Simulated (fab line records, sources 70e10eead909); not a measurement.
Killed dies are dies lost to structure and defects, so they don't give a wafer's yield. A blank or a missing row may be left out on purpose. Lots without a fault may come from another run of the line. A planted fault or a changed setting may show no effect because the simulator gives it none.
A struck lot beside a sound one | flow nand_harc | 14 steps out of a route of 1159
Sound: wafers L508.1, L508.5, L508.6. Struck: wafers L511.4, L511.5, L511.6. The cause comes at the end.
At each step with rows: each side's tool, then ch and its chambers, then its first start. Under that, the readings that differ: sound wafers | struck wafers | difference of the means | sigmas: that difference in standard deviations of wafers without a fault.
alike: readings whose means differ by less than 2 such deviations, and words and numbers that are the same on both sides. not compared: withheld readings, readings that some wafer has no value for, bounds like >300 that may hide the same value, and numbers for which the record gives no deviation and whose values overlap.
The two part at a step that has a row with sigmas, a row that says differs or no value, or rows on one side only. Numbers that don't overlap but have no deviation are shown without sigmas and don't part them. A reading that every wafer of one side lacks parts them only if that side has two wafers or more.

first, 3 steps without rows for these wafers: NHARC_A_CHANNEL_HOLE_D1_STRIP_41 (strips in N2/H2); NHARC_A_CHANNEL_HOLE_D1_STRIP_42 (strips in CF4/CHF3); NHARC_A_CHANNEL_HOLE_D1_STRIP_43 (strips in O2/COS).
NHARC_A_CHANNEL_HOLE_D1_ETCH_44: etches the open film in CF4/O2, target depth 140 nm, overetch 14 nm, time 77 s.
  sound on rie_diel-03 ch 1,2, day 8 21:20; struck on rie_diel-07 ch 0,1, day 9 13:25
  alike: drypump_motor_current_A, oes_product_au, rf_vpp_V, showerhead_plenum_p_Torr, throttle_valve_pct
  not compared: rf_hours_counter_h
NHARC_A_CHANNEL_HOLE_D1_STRIP_27: strips in O2.
  sound on rie_diel-03 ch 0,2,3; struck on rie_diel-07 ch 0,1,3
  alike: drypump_motor_current_A, oes_product_au, rf_vpp_V, showerhead_plenum_p_Torr, throttle_valve_pct
  not compared: rf_hours_counter_h
then, 2 steps without rows for these wafers: NHARC_A_CHANNEL_HOLE_D1_PRECLEAN_28 (cleans in SC1); NHARC_A_CHANNEL_HOLE_D1_SRD_29.
NHARC_A_CHANNEL_HOLE_D1_CD_MEAS_30:
  sound on cd_sem-02, day 8 22:08; struck on cd_sem-03, day 9 14:13
  alike: cd_nm
NHARC_A_CHANNEL_HOLE_D1_XSEM_31:
  sound on xsem-01 ch 0, day 8 22:13; struck on xsem-01 ch 0, day 9 14:19
  alike: bot_cd_nm, bow_nm, tilt_deg
NHARC_A_CHANNEL_HOLE_D1_INSPECT_40:
  sound on defect_inspect-01, day 8 22:19; struck on defect_inspect-02, day 9 14:25
  alike: raw_defect_count
then, 2 steps without rows for these wafers: NHARC_A_CHANNEL_FILL_D1_PRECLEAN_00 (cleans in SC1); NHARC_A_CHANNEL_FILL_D1_SRD_01.
NHARC_A_CHANNEL_FILL_D1_ALD_02: deposits SiO2, target thk 6 nm, pulse time 10 s, ald cycles 60.
  sound on ald_hk-03 ch 0,2,3, day 9 01:12; struck on ald_hk-03 ch 0,1, day 9 14:41
  reading              | sound                | struck               | difference | sigmas
  susceptor_temp_C (C) | 299.89 300.20 300.33 | 305.29 304.88 305.20 | +4.98      | +23
  alike: heater_power_w, precursor_pulse_height_rel
NHARC_A_CHANNEL_FILL_D1_ALD_03: deposits SiNx, target thk 6 nm, pulse time 60 s, ald cycles 58.
  sound on ald_sin_batch-03 ch 0; struck on ald_sin_batch-02 ch 0
  reading              | sound | struck               | difference                   | sigmas
  susceptor_temp_C (C) | - - - | 630.39 630.29 630.52 | no value on the sound wafers |
  alike: precursor_pulse_height_rel

WHERE THEY PART
First at NHARC_A_CHANNEL_FILL_D1_ALD_02; last, within this record, at NHARC_A_CHANNEL_FILL_D1_ALD_03.

WHY: what the simulator had put in
Process parameter drift: ald_hk-03, from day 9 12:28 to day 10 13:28, at NHARC_A_CHANNEL_FILL_D1_ALD_02. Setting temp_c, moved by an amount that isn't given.
